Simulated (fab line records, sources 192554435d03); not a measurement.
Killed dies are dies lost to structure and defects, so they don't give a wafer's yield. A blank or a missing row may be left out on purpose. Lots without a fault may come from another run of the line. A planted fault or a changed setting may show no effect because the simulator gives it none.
fab line records | flow n5_finfet
record lots=24 wafers=72 last_day=17
route steps=1938 shown BEOL_M4@1079 BEOL_M5@1162
lots that met no fault: from a run of the same line without faults
start_h: hours from the record's first day to the start of the lot's first wafer shown | wait_h: hours since the lot's step before | " the same as in the row above | L1.1+2: a row that stands for several wafers | - no value, or no start given | * or withheld: withheld | < > ~ a bound
route shown NAME@n: a module of which the file shows steps, and the number in the route of the first | usual: mean/standard deviation of fault-free wafers | same: alike in all rows | chamber/n: place in a boat | sites: the reading at each site | _std_site: their standard deviation | _edge_site: outer sites' mean less inner sites' | radius_mm: how far each site lies from the wafer's centre | mask NAME#n: copy n | behind: the tool/chamber that last shaped the wafer | hold: why the lot was held/for how many hours/how that ended | device: the transistor (n, p or np) that didn't switch | end of line: the same wafers' tests at the end of the route | a step without rows: its recipe alone | killed: dies lost to structure and defects at the first sort, not the wafer's yield | map: a wafer's dies, x killed, . not, _ none there
set.NAME: the setting as run; set.NAME@STEP: as run at that earlier step | model.NAME: the simulator's own value behind a step, which no gauge read
steps of the route over a sample of lots; a table a step, a row a wafer
services: from which hour (start_h, from the record's first day; less than 0 if before it) a tool's chamber was out of use, for how many hours, and why
## steps
# step N5_BEOL_M4_DEGAS_44
# recipe ambient=vacuum temp_c=250 time_s=60
# usual heater_power_w=333/25
# columns lot.wafer tool chamber start_h wait_h heater_power_w
L074.2 pvd_sputter-02 - 153.38 0.8 315
L074.3 " - " " 320
L074.4 " - " " 350
L075.3 pvd_sputter-03 - 156.18 1.1 360
L075.5 " - " " 352
L075.6 " - " " 308
L076.2 pvd_sputter-01 - 159.61 0.1 351
L076.5 " - " " 324
L076.6 " - " " 348
L077.2 pvd_sputter-01 - 176.21 0.1 327
L077.5 " - " " 285
L077.6 " - " " 360
L078.1 pvd_sputter-01 - 181.32 0.0 361
L078.3 " - " " 293
L078.6 " - " " 352
L079.3 pvd_sputter-01 - 184.05 0.0 321
L079.5 " - " " 352
L079.6 " - " " 347
L080.1 pvd_sputter-03 - 189.22 0.3 348
L080.4 " - " " 361
L080.5 " - " " 362
L081.2 pvd_sputter-03 - 200.63 0.5 362
L081.4 " - " " 304
L081.6 " - " " 360
L083.4 pvd_sputter-01 - 200.63 0.5 326
L083.5 " - " " 291
L083.6 " - " " 311
L082.1 pvd_sputter-03 - 205.65 0.7 359
L082.2 " - " " 296
L082.4 " - " " 364
L084.3 pvd_sputter-03 - 206.05 0.2 307
L084.4 " - " " 342
L084.5 " - " " 328
L085.2 pvd_sputter-03 - 218.52 0.7 299
L085.3 " - " " 335
L085.6 " - " " 345
L086.1 pvd_sputter-01 - 225.53 0.2 321
L086.2 " - " " 359
L086.4 " - " " 292
L087.2 pvd_sputter-01 - 232.76 0.4 292
L087.3 " - " " 353
L087.6 " - " " 343
L090.1 pvd_sputter-01 - 241.77 0.2 289
L090.4 " - " " 358
L090.6 " - " " 296
L088.1 pvd_sputter-01 - 241.85 0.2 286
L088.2 " - " " 316
L088.4 " - " " 360
L091.1 pvd_sputter-02 - 250.31 0.6 354
L091.3 " - " " 310
L091.4 " - " " 303
L089.1 pvd_sputter-03 - 252.94 0.0 338
L089.4 " - " " 357
L089.6 " - " " 330
L092.2 pvd_sputter-01 - 258.08 0.2 363
L092.4 " - " " 319
L092.6 " - " " 288
L093.1 pvd_sputter-03 - 264.70 1.3 360
L093.5 " - " " 358
L093.6 " - " " 362
L094.2 pvd_sputter-02 - 268.02 0.6 308
L094.3 " - " " 349
L094.5 " - " " 299
L095.1 pvd_sputter-02 - 276.71 0.0 302
L095.2 " - " " 301
L095.4 " - " " 355
L096.2 pvd_sputter-02 - 291.83 0.5 299
L096.3 " - " " 324
L096.4 " - " " 305
L097.2 pvd_sputter-01 - 294.35 0.6 297
L097.3 " - " " 320
L097.6 " - " " 280
# step N5_BEOL_M4_SPUTTER_86
# recipe material=Cu target_thk_a=45 temp_c=-20 chamber_pressure_pa=0.07 power_w=withheld time_s=8.29
# usual chamber_pressure_pa=0.06999/0.00014 throttle_valve_pct=29.5/1.2
# columns lot.wafer tool chamber start_h wait_h chamber_pressure_pa throttle_valve_pct
L074.2 pvd_sputter-02 - 154.62 0.1 0.06998 28.5
L074.3 " - " " 0.06994 29.1
L074.4 " - " " 0.06996 28.6
L075.3 pvd_sputter-01 - 157.45 0.1 0.06983 28.3
L075.5 " - " " 0.07014 27.8
L075.6 " - " " 0.07012 29.5
L076.2 pvd_sputter-01 - 160.90 0.1 0.06978 29.4
L076.5 " - " " 0.07005 30.5
L076.6 " - " " 0.06982 27.7
L077.2 pvd_sputter-01 - 177.51 0.1 0.07001 30.4
L077.5 " - " " 0.07013 29.5
L077.6 " - " " 0.06971 30.5
L078.1 pvd_sputter-03 - 182.62 0.1 0.07004 32.0
L078.3 " - " " 0.06977 29.7
L078.6 " - " " 0.07008 31.9
L079.3 pvd_sputter-02 - 185.42 0.1 0.06974 30.4
L079.5 " - " " 0.06991 29.2
L079.6 " - " " 0.06975 28.4
L080.1 pvd_sputter-01 - 190.61 0.1 0.07006 28.8
L080.4 " - " " 0.06995 29.4
L080.5 " - " " 0.06988 27.8
L081.2 pvd_sputter-02 - 202.48 0.1 0.06992 28.7
L081.4 " - " " 0.07013 30.7
L081.6 " - " " 0.07007 29.2
L083.4 pvd_sputter-03 - 203.95 0.1 0.06987 29.9
L083.5 " - " " 0.07002 31.9
L083.6 " - " " 0.07012 28.8
L082.1 pvd_sputter-03 - 206.89 0.1 0.07001 29.6
L082.2 " - " " 0.06999 32.0
L082.4 " - " " 0.07008 28.6
L084.3 pvd_sputter-02 - 207.52 0.1 0.06991 30.9
L084.4 " - " " 0.07001 29.1
L084.5 " - " " 0.07008 29.0
L085.2 pvd_sputter-01 - 220.05 0.1 0.07022 28.8
L085.3 " - " " 0.07004 28.0
L085.6 " - " " 0.07023 28.6
L086.1 pvd_sputter-01 - 227.07 0.1 0.07006 30.4
L086.2 " - " " 0.06985 29.6
L086.4 " - " " 0.06983 27.6
L087.2 pvd_sputter-03 - 234.11 0.1 0.07011 29.6
L087.3 " - " " 0.0701 32.3
L087.6 " - " " 0.06995 32.1
L090.1 pvd_sputter-03 - 243.24 0.1 0.06995 29.4
L090.4 " - " " 0.0699 32.1
L090.6 " - " " 0.06999 32.5
L088.1 pvd_sputter-01 - 243.45 0.1 0.0698 27.9
L088.2 " - " " 0.07009 30.6
L088.4 " - " " 0.06991 28.9
L091.1 pvd_sputter-02 - 251.60 0.1 0.07005 30.6
L091.3 " - " " 0.06988 28.5
L091.4 " - " " 0.06995 29.1
L089.1 pvd_sputter-03 - 254.36 0.1 0.06976 29.5
L089.4 " - " " 0.07018 28.6
L089.6 " - " " 0.06958 29.4
L092.2 pvd_sputter-02 - 259.47 0.1 0.07017 28.7
L092.4 " - " " 0.06976 28.5
L092.6 " - " " 0.07023 28.7
L093.1 pvd_sputter-03 - 266.38 0.1 0.06994 29.0
L093.5 " - " " 0.07001 29.5
L093.6 " - " " 0.07004 29.7
L094.2 pvd_sputter-02 - 271.00 0.1 0.07002 28.5
L094.3 " - " " 0.06979 30.9
L094.5 " - " " 0.06996 28.8
L095.1 pvd_sputter-02 - 278.24 0.1 0.07015 28.3
L095.2 " - " " 0.07011 29.0
L095.4 " - " " 0.07036 28.6
L096.2 pvd_sputter-02 - 293.11 0.1 0.0698 31.0
L096.3 " - " " 0.06989 28.5
L096.4 " - " " 0.06989 28.5
L097.2 pvd_sputter-02 - 295.65 0.1 0.0701 28.8
L097.3 " - " " 0.06999 31.0
L097.6 " - " " 0.06991 28.6
# step N5_BEOL_M4_CMP_52
# recipe stop_on=SiOC t_overpolish_s=6.8 down_force_psi=1 platen_rpm=50 clearing_platen_down_force_psi=1.5 clearing_platen_rpm=50 post_cmp_clean=cu_alkaline target_thk_nm=40 clearing_platen_pad_velocity_m_s=0.99484 pad_velocity_m_s=0.99484
# usual barrier_field_endpoint_s=24.4/0.66 edge_zone_pressure_frac=1.000/0.0052 motor_current_A=6.0/0.61 overpolish_run_s=6.800/0.0089 retaining_ring_pressure_frac=1.000/0.0049 time_to_endpoint_s=61/3
# columns lot.wafer tool chamber start_h wait_h barrier_field_endpoint_s edge_zone_pressure_frac motor_current_A overpolish_run_s retaining_ring_pressure_frac time_to_endpoint_s
L074.3 cmp-01 3 156.21 0.2 25.7 1.002 5.8 6.808 1.002 68
L074.2 " 0 " " 25.4 1.004 5.4 6.792 0.995 64
L074.4 " 1 " " 25.1 1.002 6.0 6.802 1.007 62
L075.3 cmp-03 2 159.15 0.3 24.3 0.995 6.6 6.802 0.999 65
L075.6 " 3 " " 23.7 1.006 5.5 6.799 1.000 60
L075.5 " 0 " " 24.3 1.000 5.5 6.778 0.993 57
L076.2 cmp-04 3 162.53 0.2 24.3 1.005 7.4 6.811 1.002 64
L076.5 " 2 " " 24.4 1.002 5.8 6.795 1.007 65
L076.6 " 3 " " 24.3 0.999 7.0 6.805 1.005 60
L077.2 cmp-04 3 179.32 0.4 23.6 1.007 6.2 6.801 1.005 60
L077.5 " 2 " " 25.2 1.008 5.8 6.795 0.997 65
L077.6 " 3 " " 24.8 1.004 6.9 6.789 0.998 60
L078.3 cmp-04 0 184.41 0.2 25.8 1.004 6.0 6.798 1.001 64
L078.1 " 3 " " 24.9 0.996 7.2 6.808 0.996 64
L078.6 " 0 " " 25.2 1.000 5.8 6.789 0.999 61
L079.3 cmp-04 3 187.53 0.7 24.4 1.000 7.1 6.797 1.002 60
L079.5 " 3 " " 24.2 0.997 6.7 6.804 1.008 61
L079.6 " 0 " " 24.3 1.005 5.8 6.806 0.997 60
L080.1 cmp-04 2 192.28 0.3 24.2 1.000 5.5 6.818 0.999 62
L080.4 " 3 " " 24.5 1.006 7.2 6.785 1.012 61
L080.5 " 0 " " 25.0 0.997 6.1 6.794 0.998 63
L081.4 cmp-03 0 204.16 0.2 25.5 1.002 5.3 6.790 0.990 57
L081.2 " 1 " " 25.2 0.996 5.4 6.779 1.002 59
L081.6 " 3 " " 25.3 0.998 5.9 6.798 1.001 57
L083.4 cmp-03 0 205.63 0.2 24.6 0.993 4.9 6.787 0.995 60
L083.5 " 2 " " 25.0 1.005 6.4 6.807 1.002 63
L083.6 " 3 " " 23.9 1.005 5.8 6.788 0.993 57
L082.4 cmp-04 1 208.99 0.1 25.0 1.002 6.6 6.806 1.000 62
L082.1 " 3 " " 24.1 1.003 6.6 6.799 0.997 59
L082.2 " 0 " " 24.0 1.001 5.9 6.804 0.996 59
L084.4 cmp-01 1 210.33 0.2 24.4 0.997 5.9 6.794 0.999 59
L084.3 " 2 " " 24.5 0.993 7.1 6.799 1.003 68
L084.5 " 3 " " 25.2 1.003 5.7 6.806 1.002 65
L085.2 cmp-03 0 221.65 0.2 23.9 1.009 5.2 6.788 0.995 60
L085.3 " 2 " " 24.4 1.001 6.2 6.804 0.999 63
L085.6 " 1 " " 23.9 0.999 5.2 6.786 0.998 58
L086.2 cmp-03 2 228.66 0.2 24.9 1.003 6.4 6.797 1.001 65
L086.4 " 3 " " 24.4 0.995 5.3 6.810 0.995 58
L086.1 " 1 " " 24.1 0.991 5.3 6.796 0.998 59
L087.3 cmp-03 1 235.74 0.2 24.2 0.997 5.4 6.812 1.008 59
L087.2 " 2 " " 25.0 1.009 6.2 6.806 1.004 66
L087.6 " 0 " " 24.3 1.000 5.3 6.790 1.008 59
L090.1 cmp-03 0 244.83 0.3 23.5 1.003 5.1 6.795 1.002 61
L090.4 " 1 " " 23.4 0.996 5.3 6.795 0.998 58
L090.6 " 0 " " 23.7 1.005 5.2 6.780 1.008 58
L088.4 cmp-03 1 245.14 0.2 24.3 1.004 5.3 6.795 1.006 62
L088.1 " 2 " " 24.8 1.010 6.5 6.786 0.997 68
L088.2 " 3 " " 23.9 1.009 5.8 6.807 0.998 64
L091.4 cmp-04 3 253.21 0.1 23.8 0.998 7.2 6.814 1.000 58
L091.1 " 0 " " 23.4 1.002 6.0 6.811 0.999 62
L091.3 " 2 " " 23.9 0.998 5.6 6.802 0.998 63
L089.4 cmp-04 0 256.09 0.2 24.4 0.999 5.8 6.796 0.996 58
L089.1 " 1 " " 24.5 0.996 6.3 6.793 1.000 59
L089.6 " 0 " " 24.2 1.005 6.1 6.801 0.992 57
L092.4 cmp-01 2 261.14 0.2 24.9 0.990 6.9 6.797 0.996 67
L092.2 " 3 " " 24.0 1.001 6.0 6.804 1.004 63
L092.6 " 0 " " 23.2 0.996 5.6 6.803 0.995 57
L093.1 cmp-03 1 268.41 0.3 23.9 1.004 5.4 6.784 1.004 63
L093.6 " 3 " " 25.2 1.013 5.5 6.806 0.995 64
L093.5 " 0 " " 25.0 1.001 5.0 6.807 1.004 64
L094.3 cmp-04 2 272.71 0.3 24.2 0.996 5.6 6.810 0.999 63
L094.2 " 3 " " 23.7 0.995 6.8 6.803 1.006 60
L094.5 " 2 " " 24.5 0.994 5.7 6.793 0.997 61
L095.4 cmp-04 1 280.37 0.1 23.8 1.003 6.4 6.817 1.009 58
L095.2 " 2 " " 24.1 0.999 5.7 6.798 0.997 61
L095.1 " 0 " " 23.9 1.001 6.1 6.804 0.992 58
L096.4 cmp-04 2 294.70 0.1 25.2 0.998 5.6 6.809 0.994 64
L096.3 " 3 " " 23.9 0.998 7.0 6.812 0.993 61
L096.2 " 0 " " 24.8 0.994 5.8 6.788 1.007 60
L097.2 cmp-01 1 297.28 0.2 23.8 1.006 5.9 6.798 1.007 60
L097.3 " 3 " " 24.4 1.005 6.0 6.794 0.997 64
L097.6 " 1 " " 24.3 0.998 5.9 6.802 0.998 58
# step N5_BEOL_M5_STRIP_91
# recipe chemistry=N2/H2 time_s=10 power_w=450 temp_c=40 pressure_mtorr=20 rf_frequency_hz=6e+07 bias_power_w=7 n2_flow_sccm=200 h2_flow_sccm=200
# usual drypump_motor_current_A=5.7/0.53 oes_product_au=0.79/0.081 rf_vpp_V=59.2/0.87 showerhead_plenum_p_Torr=2.53/0.11 throttle_valve_pct=23.6/0.37
# columns lot.wafer tool chamber start_h wait_h drypump_motor_current_A oes_product_au rf_hours_counter_h rf_vpp_V showerhead_plenum_p_Torr throttle_valve_pct
L074.2 rie_diel-01 0 - - 4.9 0.86 54 58.6 2.59 24.1
L074.3 " 2 " " 5.0 0.69 228 59.6 2.51 24.3
L074.4 " 1 " " 5.8 0.86 36 58.0 2.58 23.5
L075.3 rie_diel-01 1 - - 5.8 0.86 37 60.2 2.58 23.5
L075.5 " 3 " " 5.4 0.69 - 58.3 2.43 23.8
L075.6 " 0 " " 4.9 0.87 - 59.2 2.59 24.1
L076.2 rie_diel-03 2 - - 5.0 0.75 154 60.4 2.42 23.0
L076.5 " 2 " " 5.1 0.77 - 57.9 2.42 23.0
L076.6 " 1 " " 6.1 0.91 - 58.6 2.51 23.9
L077.2 rie_diel-05 1 - - 6.1 0.83 60 58.5 2.70 23.4
L077.5 " 2 " " 6.8 0.81 - 58.9 2.67 23.3
L077.6 " 1 " " 6.1 0.83 - 61.3 2.70 23.4
L078.1 rie_diel-05 1 - - 6.1 0.82 61 59.4 2.70 23.4
L078.3 " 0 " " 5.6 0.77 121 59.4 2.34 23.6
L078.6 " 3 " " 5.8 0.69 - 61.1 2.60 23.0
L079.3 rie_diel-05 2 - - 6.7 0.81 106 60.6 2.67 23.3
L079.5 " 1 " " 6.1 0.83 - 60.0 2.69 23.4
L079.6 " 0 " " 5.6 0.77 - 59.5 2.34 23.6
L080.1 rie_diel-05 2 - - 6.7 0.80 108 59.6 2.67 23.3
L080.4 " 3 " " 5.8 0.70 216 56.8 2.60 23.0
L080.5 " 0 " " 5.6 0.76 - 59.0 2.34 23.7
L081.2 rie_diel-05 2 - - 6.8 0.80 110 60.0 2.67 23.3
L081.4 " 0 " " 5.6 0.76 127 59.3 2.34 23.6
L081.6 " 3 " " 5.8 0.70 - 60.1 2.60 23.0
L083.4 rie_diel-01 3 - - 5.4 0.68 217 60.1 2.43 23.8
L083.5 " 3 " " 5.4 0.68 - 58.6 2.43 23.8
L083.6 " 0 " " 4.9 0.85 - 57.0 2.59 24.1
L082.1 rie_diel-05 1 - - 6.1 0.81 69 60.3 2.69 23.4
L082.2 " 0 " " 5.6 0.75 129 58.9 2.34 23.7
L082.4 " 3 " " 5.8 0.70 220 58.6 2.60 23.0
L084.3 rie_diel-05 3 - - 5.8 0.69 221 57.9 2.60 23.0
L084.4 " 2 " " 6.7 0.80 113 58.8 2.66 23.3
L084.5 " 0 " " 5.6 0.76 - 58.1 2.34 23.7
L085.2 rie_diel-05 3 - - 5.8 0.70 223 59.1 2.60 23.0
L085.3 " 1 " " 6.1 0.80 73 58.9 2.69 23.4
L085.6 " 0 " " 5.6 0.76 - 58.1 2.34 23.7
L086.1 rie_diel-01 0 - - 4.9 0.84 79 58.5 2.58 24.1
L086.2 " 3 " " 5.3 0.68 222 58.3 2.42 23.8
L086.4 " 3 " " 5.3 0.68 - 59.9 2.42 23.8
L087.2 rie_diel-01 3 - - 5.4 0.67 223 58.7 2.42 23.8
L087.3 " 0 " " 4.9 0.84 80 59.9 2.58 24.1
L087.6 " 0 " " 4.9 0.84 - 58.5 2.58 24.1
L090.1 rie_diel-05 0 - - 5.6 0.76 141 58.3 2.34 23.7
L090.4 " 1 " " 6.1 0.80 80 57.4 2.69 23.4
L090.6 " 1 " " 6.1 0.80 - 59.9 2.69 23.4
L088.1 rie_diel-01 1 - - 5.8 0.82 66 59.6 2.57 23.5
L088.2 " 3 " " 5.3 0.67 226 59.3 2.42 23.8
L088.4 " 2 " " 5.0 1.00 2 58.5 2.50 24.0
L091.1 rie_diel-01 0 - - 4.9 0.83 86 60.3 2.58 24.1
L091.3 " 3 " " 5.3 0.68 228 57.8 2.42 23.8
L091.4 " 1 " " 5.8 0.83 67 60.3 2.57 23.5
L089.1 rie_diel-03 1 - - 6.1 0.86 67 58.5 2.49 23.9
L089.4 " 0 " " 5.9 0.71 - 59.1 2.53 24.1
L089.6 " 1 " " 6.1 0.87 - 60.5 2.49 23.9
L092.2 rie_diel-03 3 - - 5.4 0.98 1 59.6 2.60 23.4
L092.4 " 0 " " 5.9 0.72 189 58.8 2.53 24.1
L092.6 " 1 " " 6.1 0.87 - 58.8 2.49 23.9
L093.1 rie_diel-03 2 - - 5.1 0.74 188 59.5 2.40 23.1
L093.5 " 0 " " 5.9 0.71 - 60.0 2.53 24.1
L093.6 " 3 " " 5.4 0.97 - 59.8 2.60 23.4
L094.2 rie_diel-01 3 - - 5.3 0.67 234 58.9 2.42 23.8
L094.3 " 1 " " 5.9 0.83 74 59.9 2.57 23.5
L094.5 " 2 " " 5.0 0.97 - 60.1 2.49 24.0
L095.1 rie_diel-05 0 - - 5.6 0.74 151 59.8 2.33 23.7
L095.2 " 3 " " 5.7 0.67 244 59.7 2.59 23.0
L095.4 " 1 " " 6.1 0.79 90 60.5 2.68 23.4
L096.2 rie_diel-01 1 - - 5.8 0.80 81 58.9 2.56 23.5
L096.3 " 2 " " 5.0 0.95 17 58.0 2.49 24.0
L096.4 " 3 " " 5.3 0.67 241 58.4 2.41 23.8
L097.2 rie_diel-03 3 - - 5.4 0.92 16 60.0 2.59 23.4
L097.3 " 0 " " 5.9 0.71 204 59.9 2.53 24.1
L097.6 " 1 " " 6.1 0.84 - 60.1 2.49 23.9
# step N5_BEOL_M5_ALD_86
# recipe material=TaN target_thk_a=* temp_c=275 ald_precursor_family=PDMAT ald_co_reactant=NH3 pressure_torr=3 carrier_flow_sccm=1500 pulse_time_s=2 purge_time_s=3 co_reactant_purge_time_s=2 co_reactant_pulse_time_s=3 ald_cycles=30 precursor_vessel_temp_c=75 precursor_vessel_pressure_torr=26.25 precursor_vessel_carrier_sccm=1000
# usual heater_power_outer_w=230/17 heater_power_w=430/28 precursor_vessel_carrier_sccm=999/3.3 precursor_vessel_pressure_torr=26.24/0.045
# columns lot.wafer tool chamber start_h wait_h heater_power_outer_w heater_power_w precursor_vessel_carrier_sccm precursor_vessel_pressure_torr
L074.2 ald_metal-01 2 163.37 0.1 247 453 1003 26.26
L074.3 " 1 " " 252 467 999 26.32
L074.4 " 3 " " 228 442 1002 26.23
L075.3 ald_metal-01 0 167.40 0.0 229 435 1002 26.22
L075.5 " 3 " " 233 426 992 26.26
L075.6 " 0 " " 227 427 1002 26.23
L076.2 ald_metal-01 2 169.23 0.0 241 455 993 26.27
L076.5 " 2 " " 238 453 995 26.25
L076.6 " 1 " " 257 482 1000 26.23
L077.2 ald_metal-02 0 184.09 0.0 194 385 1000 26.33
L077.5 " 1 " " 215 397 1003 26.25
L077.6 " 2 " " 209 380 995 26.22
L078.1 ald_metal-03 1 190.54 0.1 240 451 998 26.23
L078.3 " 3 " " 219 397 999 26.28
L078.6 " 1 " " 248 446 1004 26.20
L079.3 ald_metal-03 2 195.16 0.1 212 400 1004 26.20
L079.5 " 1 " " 242 461 990 26.22
L079.6 " 2 " " 209 400 1002 26.26
L080.1 ald_metal-01 3 200.53 0.0 230 440 999 26.25
L080.4 " 0 " " 223 434 1001 26.18
L080.5 " 0 " " 222 433 1002 26.20
L081.2 ald_metal-01 0 208.90 0.0 225 434 998 26.25
L081.4 " 1 " " 258 471 1000 26.36
L081.6 " 3 " " 230 433 998 26.25
L083.4 ald_metal-03 0 212.94 0.1 224 428 1001 26.26
L083.5 " 0 " " 221 424 999 26.29
L083.6 " 3 " " 220 396 1002 26.24
L082.1 ald_metal-01 3 215.82 0.1 229 442 993 26.24
L082.2 " 1 " " 257 484 1001 26.23
L082.4 " 0 " " 221 421 991 26.26
L084.3 ald_metal-03 1 218.72 0.1 253 461 1000 26.30
L084.4 " 0 " " 226 425 1002 26.22
L084.5 " 2 " " 210 408 1001 26.28
L085.2 ald_metal-01 3 227.73 0.0 236 441 1000 26.23
L085.3 " 0 " " 228 442 1001 26.23
L085.6 " 1 " " 260 464 999 26.28
L086.1 ald_metal-01 3 238.09 0.0 227 427 1004 26.19
L086.2 " 1 " " 253 473 995 26.27
L086.4 " 0 " " 225 428 1001 26.19
L087.2 ald_metal-01 3 244.52 0.0 233 439 1002 26.22
L087.3 " 0 " " 229 425 999 26.26
L087.6 " 3 " " 233 437 1001 26.21
L090.1 ald_metal-02 2 252.56 0.0 211 384 996 26.25
L090.4 " 0 " " 201 389 1000 26.25
L090.6 " 2 " " 207 387 1000 26.25
L088.1 ald_metal-03 2 252.88 0.0 212 408 1000 26.21
L088.2 " 0 " " 225 438 1000 26.27
L088.4 " 1 " " 242 431 1000 26.19
L091.1 ald_metal-02 3 260.64 0.0 224 413 997 26.21
L091.3 " 1 " " 215 402 1003 26.24
L091.4 " 2 " " 211 386 1000 26.30
L089.1 ald_metal-03 1 262.82 0.0 247 449 1007 26.30
L089.4 " 2 " " 206 406 999 26.27
L089.6 " 2 " " 208 412 997 26.27
L092.2 ald_metal-01 1 267.16 0.0 257 479 1001 26.21
L092.4 " 1 " " 254 485 1001 26.22
L092.6 " 3 " " 229 429 1004 26.26
L093.1 ald_metal-01 0 274.28 0.0 220 432 1002 26.21
L093.5 " 0 " " 223 435 1001 26.27
L093.6 " 3 " " 234 435 998 26.30
L094.2 ald_metal-01 0 278.76 0.1 219 443 1000 26.36
L094.3 " 3 " " 236 435 994 26.16
L094.5 " 3 " " 231 439 999 26.20
L095.1 ald_metal-02 0 287.64 0.0 189 383 996 26.29
L095.2 " 2 " " 205 372 1001 26.23
L095.4 " 3 " " 228 400 997 26.23
L096.2 ald_metal-02 0 300.71 0.0 196 372 999 26.33
L096.3 " 3 " " 231 412 999 26.30
L096.4 " 1 " " 221 401 1001 26.28
L097.2 ald_metal-01 2 314.95 0.0 242 441 998 26.27
L097.3 " 0 " " 232 431 1004 26.29
L097.6 " 1 " " 262 462 998 26.27
# step N5_BEOL_M5_ANNEAL_51
# recipe temp_c=225 time_s=90 ambient=N2
# usual anneal_temp_c_max=226.60/0.27 wafer_temp_C_max=226.18/0.28
# columns lot.wafer tool chamber start_h wait_h anneal_temp_c_max wafer_temp_C_max
L074.2 rtp_anneal-02 0 168.48 0.1 226.85 226.31
L074.3 " 0 " " 226.28 225.97
L074.4 " 0 " " 226.45 226.13
L075.3 rtp_anneal-02 0 172.66 0.1 226.20 225.96
L075.5 " 0 " " 226.78 225.99
L075.6 " 0 " " 226.23 225.94
L076.2 rtp_anneal-01 0 176.85 0.7 226.70 225.99
L076.5 " 0 " " 226.82 226.13
L076.6 " 0 " " 226.49 226.10
L077.2 rtp_anneal-02 0 189.29 0.3 226.09 226.09
L077.5 " 0 " " 226.93 225.98
L077.6 " 0 " " 226.28 225.68
L078.1 rtp_anneal-01 0 195.94 0.3 226.65 226.85
L078.3 " 0 " " 227.00 226.59
L078.6 " 0 " " 226.60 226.31
L079.3 rtp_anneal-02 0 200.36 0.1 226.25 226.18
L079.5 " 0 " " 226.16 226.03
L079.6 " 0 " " 226.42 226.16
L080.1 rtp_anneal-01 0 206.34 0.6 226.97 226.79
L080.4 " 0 " " 226.30 226.47
L080.5 " 0 " " 226.84 225.93
L081.2 rtp_anneal-02 0 213.95 0.1 226.78 225.81
L081.4 " 0 " " 227.34 226.22
L081.6 " 0 " " 227.30 226.11
L083.4 rtp_anneal-02 0 218.76 0.7 226.69 226.34
L083.5 " 0 " " 226.49 225.89
L083.6 " 0 " " 226.73 226.28
L082.1 rtp_anneal-01 0 222.33 0.2 226.97 225.77
L082.2 " 0 " " 226.38 226.16
L082.4 " 0 " " 226.78 226.08
L084.3 rtp_anneal-01 0 224.37 0.4 226.80 226.20
L084.4 " 0 " " 226.75 225.82
L084.5 " 0 " " 226.58 226.02
L085.2 rtp_anneal-01 0 232.98 0.2 226.32 226.49
L085.3 " 0 " " 226.21 226.14
L085.6 " 0 " " 226.15 226.32
L086.1 rtp_anneal-02 0 243.50 0.4 226.53 226.16
L086.2 " 0 " " 226.53 226.49
L086.4 " 0 " " 226.30 225.99
L087.2 rtp_anneal-02 0 249.58 0.1 226.86 226.66
L087.3 " 0 " " 226.60 226.00
L087.6 " 0 " " 226.18 226.59
L090.1 rtp_anneal-01 0 257.56 0.1 226.66 226.28
L090.4 " 0 " " 226.37 226.33
L090.6 " 0 " " 226.20 226.39
L088.1 rtp_anneal-02 0 257.90 0.1 226.58 225.92
L088.2 " 0 " " 227.00 225.75
L088.4 " 0 " " 226.65 226.36
L091.1 rtp_anneal-01 0 265.66 0.1 226.57 226.14
L091.3 " 0 " " 226.40 226.30
L091.4 " 0 " " 226.39 225.86
L089.1 rtp_anneal-01 0 268.46 0.6 226.61 226.43
L089.4 " 0 " " 227.03 226.77
L089.6 " 0 " " 226.63 226.42
L092.2 rtp_anneal-01 0 272.23 0.1 226.54 226.15
L092.4 " 0 " " 226.57 226.56
L092.6 " 0 " " 226.79 226.16
L093.1 rtp_anneal-02 0 280.44 0.9 226.50 226.12
L093.5 " 0 " " 226.60 225.81
L093.6 " 0 " " 226.30 226.14
L094.2 rtp_anneal-01 0 284.03 0.1 226.13 226.37
L094.3 " 0 " " 227.06 226.34
L094.5 " 0 " " 226.94 226.33
L095.1 rtp_anneal-01 0 292.71 0.1 226.71 226.21
L095.2 " 0 " " 226.70 226.04
L095.4 " 0 " " 226.45 226.59
L096.2 rtp_anneal-02 0 305.95 0.1 226.57 225.85
L096.3 " 0 " " 226.45 225.77
L096.4 " 0 " " 226.84 225.86
L097.2 rtp_anneal-02 0 320.05 0.1 226.44 226.16
L097.3 " 0 " " 226.77 225.81
L097.6 " 0 " " 226.62 226.18
## services
# columns tool chamber start_h hours kind
cmp-03 - 134.79 3.7 pm
rie_diel-01 1 140.00 12.9 repair
cmp-03 - 142.53 0.3 repair
rie_diel-05 - 159.79 0.5 repair
cmp-01 - 167.23 2.6 repair
cmp-04 - 170.48 3.3 repair
ald_metal-01 - 179.35 1.5 repair
rie_diel-03 0 181.89 7.9 repair
cmp-04 - 187.98 1.9 repair
ald_metal-03 2 196.11 14.1 repair
ald_metal-02 2 210.29 17.6 repair
rie_diel-01 3 211.88 14.8 repair
ald_metal-01 - 212.20 1.2 pm
ald_metal-01 2 218.57 58.5 repair
cmp-03 - 228.10 0.5 repair
rie_diel-03 3 232.01 2.0 repair
cmp-03 - 247.22 0.9 repair
rie_diel-03 3 266.40 4.3 repair
ald_metal-01 - 275.39 2.8 pm
pvd_sputter-02 - 284.61 5.1 repair
rie_diel-05 3 288.80 4.2 repair
rie_diel-03 0 289.36 5.6 repair
ald_metal-03 0 310.11 12.2 repair
cmp-04 - 316.37 0.6 repair
## key
fault none
